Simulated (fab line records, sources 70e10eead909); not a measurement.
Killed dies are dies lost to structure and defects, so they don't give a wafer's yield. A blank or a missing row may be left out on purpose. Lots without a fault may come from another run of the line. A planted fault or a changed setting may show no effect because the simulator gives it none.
fab line records | flow nand_harc
record lots=11 wafers=33 last_day=33
route steps=1302 shown P_CONTACT@236 P_M0@261 END@1302
lots that met no fault: from a run of the same line without faults
start_h: hours from the record's first day to the start of the lot's first wafer shown | wait_h: hours since the lot's step before | " the same as in the row above | L1.1+2: a row that stands for several wafers | - no value, or no start given | * or withheld: withheld | < > ~ a bound
route shown NAME@n: a module of which the file shows steps, and the number in the route of the first | usual: mean/standard deviation of fault-free wafers | same: alike in all rows | chamber/n: place in a boat | sites: the reading at each site | _std_site: their standard deviation | _edge_site: outer sites' mean less inner sites' | radius_mm: how far each site lies from the wafer's centre | mask NAME#n: copy n | behind: the tool/chamber that last shaped the wafer | hold: why the lot was held/for how many hours/how that ended | device: the transistor (n, p or np) that didn't switch | end of line: the same wafers' tests at the end of the route | a step without rows: its recipe alone | killed: dies lost to structure and defects at the first sort, not the wafer's yield | map: a wafer's dies, x killed, . not, _ none there
set.NAME: the setting as run; set.NAME@STEP: as run at that earlier step | model.NAME: the simulator's own value behind a step, which no gauge read
steps of the route over a sample of lots; a table a step, a row a wafer
services: from which hour (start_h, from the record's first day; less than 0 if before it) a tool's chamber was out of use, for how many hours, and why
## steps
# step NHARC_P_CONTACT_ETCH_35
# recipe target_depth_a=390 over_etch_frac=0.3 time_s=65 ion_energy_ev=80 cf4_flow_sccm=150 ar_flow_sccm=0 rf_w=300 bias_w=100 chemistry=CF4
# usual drypump_motor_current_A=5.62/0.23 oes_product_au=0.995/0.012 rf_vpp_V=151.3/1.1 showerhead_plenum_p_Torr=1.76/0.071 throttle_valve_pct=13.284/0.0092
# columns lot.wafer tool chamber start_h wait_h drypump_motor_current_A oes_product_au rf_hours_counter_h rf_vpp_V showerhead_plenum_p_Torr throttle_valve_pct
L977.2 rie_diel-07 3 114.67 0.1 5.71 0.993 3.8 153.0 1.81 13.291
L977.3 " 1 " " 5.50 1.002 4.0 150.6 1.69 13.274
L977.5 " 3 " " 5.70 0.993 - 150.8 1.81 13.279
L979.4 rie_diel-07 3 132.73 0.1 5.69 0.979 0.0 152.6 1.81 13.274
L979.2 " 0 " " 5.52 0.994 0.0 150.0 1.70 13.316
L979.5 " 3 " " 5.68 0.983 - 152.1 1.81 13.283
L985.3 rie_diel-07 1 217.12 0.1 5.50 1.005 1.9 149.4 1.68 13.287
L985.2 " 2 " " 5.23 0.989 2.0 152.5 1.89 13.294
L985.6 " 0 " " 5.52 1.001 - 150.2 1.70 13.289
L984.1 rie_diel-13 3 217.94 0.1 5.41 0.991 0.6 150.1 1.72 13.292
L984.3 " 2 " " 6.13 1.008 0.6 151.0 1.73 13.291
L984.6 " 0 " " 5.90 1.017 - 150.7 1.69 13.291
L986.2 rie_diel-13 0 224.00 0.1 5.90 1.003 1.2 150.9 1.69 13.271
L986.1 " 2 " " 6.11 0.999 1.3 151.1 1.74 13.295
L986.4 " 3 " " 5.42 0.971 - 151.0 1.72 13.283
L983.2 rie_diel-13 0 225.25 0.1 5.88 1.013 1.7 150.3 1.69 13.276
L983.4 " 2 " " 6.10 1.010 - 150.3 1.73 13.273
L983.5 " 0 " " 5.88 1.013 - 149.9 1.69 13.287
L987.3 rie_diel-07 3 225.37 0.1 5.69 0.986 2.7 151.5 1.81 13.287
L987.4 " 2 " " 5.23 0.991 2.9 152.4 1.89 13.280
L987.5 " 3 " " 5.70 0.983 - 152.1 1.81 13.284
L982.3 rie_diel-07 2 230.75 0.1 5.24 0.990 3.4 153.4 1.89 13.272
L982.1 " 1 " " 5.51 1.010 3.2 150.8 1.68 13.275
L982.5 " 3 " " 5.75 0.991 - 152.9 1.81 13.276
L988.3 rie_diel-02 0 233.33 0.1 5.52 0.981 1.0 152.6 1.84 13.295
L988.6 " 3 " " 5.73 0.981 - 151.1 1.77 13.279
L988.4 " 0 " " 5.48 0.989 - 151.9 1.84 13.290
L998.3 rie_diel-02 1 334.57 0.1 5.98 0.991 4.2 150.5 1.70 13.266
L998.1 " 2 " " 5.69 0.977 6.6 150.9 1.74 13.280
L998.5 " 0 " " 5.48 0.994 - 151.4 1.84 13.282
L999.3 rie_diel-07 1 340.83 0.1 5.49 1.018 1.0 151.1 1.68 13.281
L999.5 " 2 " " 5.24 1.016 - 152.2 1.88 13.299
L999.6 " 3 " " 5.67 0.981 - 150.8 1.81 13.292
# step NHARC_P_CONTACT_CVD_23
# recipe target_thk_a=2000 temp_c=300 pressure_torr=40 wf6_flow_sccm=40 h2_flow_sccm=1600 ar_flow_sccm=1560 time_s=557 material=W
# usual chamber_pressure_Torr=40.00/0.093 heater_power_w=478/20 mfc_h2_sccm=1601/4.3 throttle_valve_pct=7.86/0.26
# columns lot.wafer tool chamber start_h wait_h chamber_pressure_Torr heater_power_w mfc_h2_sccm throttle_valve_pct
L977.2 cvd_w-01 1 - - 39.90 450 1604 8.04
L977.3 " 1 " " 40.00 436 1596 8.35
L977.5 " 0 " " 40.05 467 1598 7.83
L979.2 cvd_w-02 1 - - 40.11 509 1605 7.94
L979.4 " 1 " " 40.02 496 1598 7.87
L979.5 " 1 " " 40.03 501 1607 7.77
L985.2 cvd_w-01 0 - - 40.00 502 1604 7.98
L985.3 " 1 " " 39.97 450 1601 7.97
L985.6 " 0 " " 39.86 496 1601 7.83
L984.1 cvd_w-01 1 - - 39.96 454 1595 8.07
L984.3 " 0 " " 39.89 497 1597 7.73
L984.6 " 0 " " 40.04 493 1597 8.05
L986.1 cvd_w-01 0 - - 39.94 494 1596 7.68
L986.2 " 1 " " 40.08 451 1596 8.04
L986.4 " 0 " " 39.89 483 1595 8.05
L983.2 cvd_w-02 0 - - 40.12 474 1594 7.68
L983.4 " 1 " " 39.93 499 1596 7.83
L983.5 " 1 " " 39.83 508 1602 7.86
L987.3 cvd_w-01 1 - - 39.93 450 1602 8.18
L987.4 " 0 " " 40.18 497 1601 7.72
L987.5 " 0 " " 39.99 503 1601 7.76
L982.1 cvd_w-01 1 - - 40.04 443 1601 8.09
L982.3 " 0 " " 40.13 493 1610 7.92
L982.5 " 0 " " 40.04 500 1607 7.72
L988.3 cvd_w-02 0 - - 40.01 472 1601 7.70
L988.4 " 1 " " 39.86 503 1604 7.76
L988.6 " 0 " " 39.97 486 1598 7.45
L998.1 cvd_w-01 1 - - 39.95 449 1602 8.17
L998.3 " 0 " " 39.95 495 1599 7.82
L998.5 " 1 " " 39.93 451 1606 7.71
L999.3 cvd_w-02 1 - - 40.03 485 1600 7.88
L999.5 " 0 " " 40.13 488 1606 7.51
L999.6 " 1 " " 40.17 455 1598 7.95
# step NHARC_P_M0_PEB_07
# recipe peb_temp_c=100 peb_time_s=65
# usual exhaust_pa=44.7/0.99 heater_power_total_W=156.6/0.42 plate_temp_C=100.03/0.12
# columns lot.wafer tool chamber start_h wait_h exhaust_pa heater_power_total_W plate_temp_C
L977.2 litho_track-06 0 118.50 0.1 44.1 156.7 100.04
L977.3 " 0 " " 43.6 157.1 100.09
L977.5 " 0 " " 42.8 156.0 99.96
L979.2 litho_track-04 0 136.53 0.1 43.9 156.5 100.07
L979.4 " 0 " " 43.1 157.1 99.97
L979.5 " 0 " " 45.0 155.9 99.99
L985.2 litho_track-01 0 220.93 0.1 45.1 156.4 99.90
L985.3 " 0 " " 44.8 157.2 99.95
L985.6 " 0 " " 44.2 156.9 99.93
L984.1 litho_track-01 0 221.91 0.1 44.5 156.7 99.86
L984.3 " 0 " " 45.2 156.6 99.98
L984.6 " 0 " " 43.9 156.6 99.93
L986.1 litho_track-01 0 227.90 0.1 44.7 156.2 99.99
L986.2 " 0 " " 44.6 156.0 99.96
L986.4 " 0 " " 44.7 157.1 99.97
L983.2 litho_track-06 0 229.24 0.1 44.4 157.1 100.02
L983.4 " 0 " " 44.4 156.0 99.92
L983.5 " 0 " " 44.2 156.2 99.78
L987.3 litho_track-04 0 229.43 0.0 45.9 156.2 99.99
L987.4 " 0 " " 46.3 155.9 100.12
L987.5 " 0 " " 45.3 157.0 100.07
L982.1 litho_track-06 0 234.58 0.1 46.7 156.0 100.11
L982.3 " 0 " " 47.4 156.8 99.99
L982.5 " 0 " " 45.9 156.5 100.06
L988.3 litho_track-06 0 237.27 0.1 44.3 156.2 99.82
L988.4 " 0 " " 44.8 156.6 99.82
L988.6 " 0 " " 44.5 156.1 99.84
L998.1 litho_track-04 0 338.39 0.1 44.9 159.3 101.67
L998.3 " 0 " " 46.0 160.1 101.55
L998.5 " 0 " " 44.4 159.4 101.64
L999.3 litho_track-04 0 344.71 0.0 44.9 159.4 101.58
L999.5 " 0 " " 43.9 159.4 101.28
L999.6 " 0 " " 43.7 158.9 101.43
# step NHARC_P_M0_CD_MEAS_09
# recipe target_cd_nm=90 landing_energy_ev=500
# usual cd_nm=90.3/0.66
# same landing_energy_ev=500
# columns lot.wafer tool chamber start_h wait_h cd_nm
L977.2 cd_sem-01 0 118.58 - 90.3
L977.3 " 0 " " 90.4
L977.5 " 0 " " 89.4
L979.2 cd_sem-01 0 136.61 - 90.3
L979.4 " 0 " " 90.9
L979.5 " 0 " " 90.3
L985.2 cd_sem-03 0 221.02 - 89.2
L985.3 " 0 " " 88.6
L985.6 " 0 " " 88.9
L984.1 cd_sem-03 0 221.99 - 90.0
L984.3 " 0 " " 89.9
L984.6 " 0 " " 89.1
L986.1 cd_sem-03 0 227.98 - 89.7
L986.2 " 0 " " 89.8
L986.4 " 0 " " 89.7
L983.2 cd_sem-02 0 229.32 - 90.2
L983.4 " 0 " " 91.5
L983.5 " 0 " " 89.4
L987.3 cd_sem-01 0 229.51 - 91.0
L987.4 " 0 " " 91.6
L987.5 " 0 " " 90.9
L982.1 cd_sem-03 0 234.66 - 91.0
L982.3 " 0 " " 90.5
L982.5 " 0 " " 90.7
L988.3 cd_sem-02 0 237.36 - 89.7
L988.4 " 0 " " 90.6
L988.6 " 0 " " 91.3
L998.1 cd_sem-01 0 338.47 - 94.7
L998.3 " 0 " " 96.0
L998.5 " 0 " " 95.9
L999.3 cd_sem-02 0 344.79 - 95.6
L999.5 " 0 " " 95.1
L999.6 " 0 " " 95.2
# step NHARC_P_M0_INSPECT_11
# usual raw_defect_count=5.2/2.9
# columns lot.wafer tool chamber start_h wait_h raw_defect_count
L977.2 defect_inspect-02 - 118.70 0.0 6
L977.3 " - " " 7
L977.5 " - " " 2
L979.2 defect_inspect-02 - 136.73 0.0 7
L979.4 " - " " 5
L979.5 " - " " 8
L985.2 defect_inspect-02 - 221.14 0.0 5
L985.3 " - " " 4
L985.6 " - " " 2
L984.1 defect_inspect-02 - 222.11 0.0 8
L984.3 " - " " 3
L984.6 " - " " 2
L986.1 defect_inspect-02 - 228.11 0.0 3
L986.2 " - " " 5
L986.4 " - " " 2
L983.2 defect_inspect-01 - 229.45 0.0 15
L983.4 " - " " 9
L983.5 " - " " 11
L987.3 defect_inspect-01 - 229.63 0.0 2
L987.4 " - " " 6
L987.5 " - " " 4
L982.1 defect_inspect-02 - 234.78 0.0 6
L982.3 " - " " 1
L982.5 " - " " 3
L988.3 defect_inspect-01 - 237.48 0.0 4
L988.4 " - " " 4
L988.6 " - " " 5
L998.1 defect_inspect-01 - 338.60 0.0 5
L998.3 " - " " 5
L998.5 " - " " 7
L999.3 defect_inspect-01 - 344.91 0.0 10
L999.5 " - " " 3
L999.6 " - " " 5
# step NHARC_END_SORT_01
# recipe temp_c=25
# usual defect_limited_yield=91.3/2.7 killed_at_array=54/18 killed_at_other=0.9/1.2 killed_at_periphery=4.4/2.9 killed_dies=59/18 killed_open=3.2/1.8 killed_short=2.6/1.8
# same gross_dies=677
# columns lot.wafer tool chamber start_h wait_h defect_limited_yield[%] killed_at_array killed_at_other killed_at_periphery killed_dies killed_open killed_short
L998.1 prober-01 0 791.80 2.5 95.7 24 0 5 29 4 2
L998.3 prober-01 0 793.39 3.1 94.8 27 0 8 35 3 5
L998.5 prober-01 0 794.98 3.7 95.3 22 1 9 32 1 3
# killed by level:class
L998.1 A_CONTACT:chamber_film_flake=8 A_SLIT:chamber_film_flake=4 P_ZERO_WELL:chamber_film_flake=3 A_WL_FILL:chamber_film_flake=3 A_ONON_D2:geometric_particle:open=2 P_BONDPAD:chamber_film_flake=2 A_CHANNEL_HOLE_D2:chamber_film_flake=2 A_DECK1_JOINT:geometric_particle:open=1
L998.3 A_CONTACT:chamber_film_flake=8 A_SLIT:chamber_film_flake=7 P_BONDPAD:chamber_film_flake=5 A_WL_FILL:chamber_film_flake=4 P_STI:geometric_particle:short=2 A_WL_FILL:geometric_particle:open=2 A_CHANNEL_FILL_D1:geometric_particle:open=1 A_CHANNEL_FILL_D1:geometric_particle:short=1
L998.5 A_SLIT:chamber_film_flake=7 A_CONTACT:chamber_film_flake=6 P_BONDPAD:chamber_film_flake=5 A_STAIRCASE:chamber_film_flake=3 P_ZERO_WELL:chamber_film_flake=2 P_GATE:geometric_particle:short=1 A_DECK1_JOINT:geometric_particle:open=1 A_CHANNEL_FILL_D2:geometric_particle:short=1
## services
# columns tool chamber start_h hours kind
rie_diel-13 3 109.21 9.9 repair
rie_diel-07 - 117.20 9.0 pm
cvd_w-01 - 139.60 3.6 repair
rie_diel-13 0 150.60 4.4 repair
litho_track-01 - 155.00 7.0 pm
rie_diel-13 3 164.43 1.8 repair
rie_diel-07 1 164.52 11.1 repair
rie_diel-13 - 165.00 9.0 pm
litho_track-06 - 179.00 7.0 pm
cvd_w-01 - 183.12 5.5 repair
cvd_w-01 - 188.64 13.0 pm
cvd_w-02 0 190.73 3.5 repair
rie_diel-07 0 198.93 1.2 repair
litho_track-04 - 203.00 7.0 pm
rie_diel-13 1 214.47 15.6 repair
cvd_w-01 - 234.18 0.2 repair
cvd_w-02 - 269.07 13.0 pm
rie_diel-07 1 280.75 7.2 repair
rie_diel-13 1 284.42 9.8 repair
cvd_w-02 0 288.06 5.6 repair
rie_diel-07 - 294.20 9.0 pm
rie_diel-13 0 313.48 3.5 repair
litho_track-01 - 330.00 7.0 pm
cvd_w-01 0 340.35 4.0 repair
## key
first_sign step=NHARC_P_M0_PEB_07 reading=plate_temp_C direction=up sigmas=12 usual=* struck=*
effect step=NHARC_P_M0_PEB_07 reading=heater_power_total_W direction=up sigmas=6.7 usual=* struck=*
effect step=NHARC_P_M0_CD_MEAS_09 reading=cd_nm direction=up sigmas=7.8 usual=90.3 struck=95.4
met_at NHARC_P_M0_PEB_07
struck_lots L998,L999
not_acting_at NHARC_P_CONTACT_ETCH_35,NHARC_P_CONTACT_CVD_23,NHARC_P_M0_INSPECT_11
onset_between 229.43 338.39
fault kind=process_parameter_drift tool=litho_track-04 chamber=- onset_h=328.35 steps=NHARC_P_M0_PEB_07 channel=peb_temp_c offset=* shape=step end_h=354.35 acts_in=* stated=*
